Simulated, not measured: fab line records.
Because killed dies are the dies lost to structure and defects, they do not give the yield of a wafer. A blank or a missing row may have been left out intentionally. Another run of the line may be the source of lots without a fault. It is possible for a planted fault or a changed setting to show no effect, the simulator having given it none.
Matching of chambers / flow n5-finfet / 4 sister chambers for N5_BEOL_M10_STRIP_36 on rie-diel-02
The step strips in N2/H2. 4 wafers are shown with their chamber, then 12 later ones without.

WAFERS, EACH WITH ITS CHAMBER
wafer=L088.4; chamber=3; showerhead-plenum-p-Torr (Torr)=2.50
wafer=L089.1; chamber=2; showerhead-plenum-p-Torr (Torr)=2.43
wafer=L089.2; chamber=0; showerhead-plenum-p-Torr (Torr)=2.40
wafer=L089.3; chamber=1; showerhead-plenum-p-Torr (Torr)=2.70

WAFERS WHOSE CHAMBER IS MISSING
wafer=L091.1; showerhead-plenum-p-Torr (Torr)=2.50
wafer=L091.5; showerhead-plenum-p-Torr (Torr)=2.70
wafer=L091.6; showerhead-plenum-p-Torr (Torr)=2.42
wafer=L092.3; showerhead-plenum-p-Torr (Torr)=2.40
wafer=L092.4; showerhead-plenum-p-Torr (Torr)=2.70
wafer=L092.5; showerhead-plenum-p-Torr (Torr)=2.42
wafer=L094.1; showerhead-plenum-p-Torr (Torr)=2.42
wafer=L094.2; showerhead-plenum-p-Torr (Torr)=2.50
wafer=L094.4; showerhead-plenum-p-Torr (Torr)=2.42
wafer=L095.1; showerhead-plenum-p-Torr (Torr)=2.70
wafer=L095.3; showerhead-plenum-p-Torr (Torr)=2.42
wafer=L095.4; showerhead-plenum-p-Torr (Torr)=2.70

EACH ONE'S CHAMBER
wafer=L091.1; from the rows above=3; in truth=3
wafer=L091.5; from the rows above=1; in truth=1
wafer=L091.6; from the rows above=can't be placed: 2 or 0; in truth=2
wafer=L092.3; from the rows above=0; in truth=0
wafer=L092.4; from the rows above=1; in truth=1
wafer=L092.5; from the rows above=can't be placed: 2 or 0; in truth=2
wafer=L094.1; from the rows above=can't be placed: 2 or 0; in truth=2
wafer=L094.2; from the rows above=3; in truth=3
wafer=L094.4; from the rows above=can't be placed: 2 or 0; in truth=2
wafer=L095.1; from the rows above=1; in truth=1
wafer=L095.3; from the rows above=can't be placed: 2 or 0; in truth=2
wafer=L095.4; from the rows above=1; in truth=1
7 of 12 placed correctly. Unplaceable from these rows: 5, with the true chamber sitting among the candidates in 5. 0 placed wrongly.
How it was worked out, from the rows above alone: a wafer's distance from a chamber is the root of the sum, over the readings, of the square of ((its reading less the chamber's mean) divided by the reading's scatter). The wafer belongs to the nearest chamber; if the next one is less than 2 further off, it can't be placed. For every chamber, the mean is computed from those of its wafers that are shown. The scatter: with one shown wafer a chamber, the root of the mean of the squares of how far each hidden wafer lies from its nearest shown one.
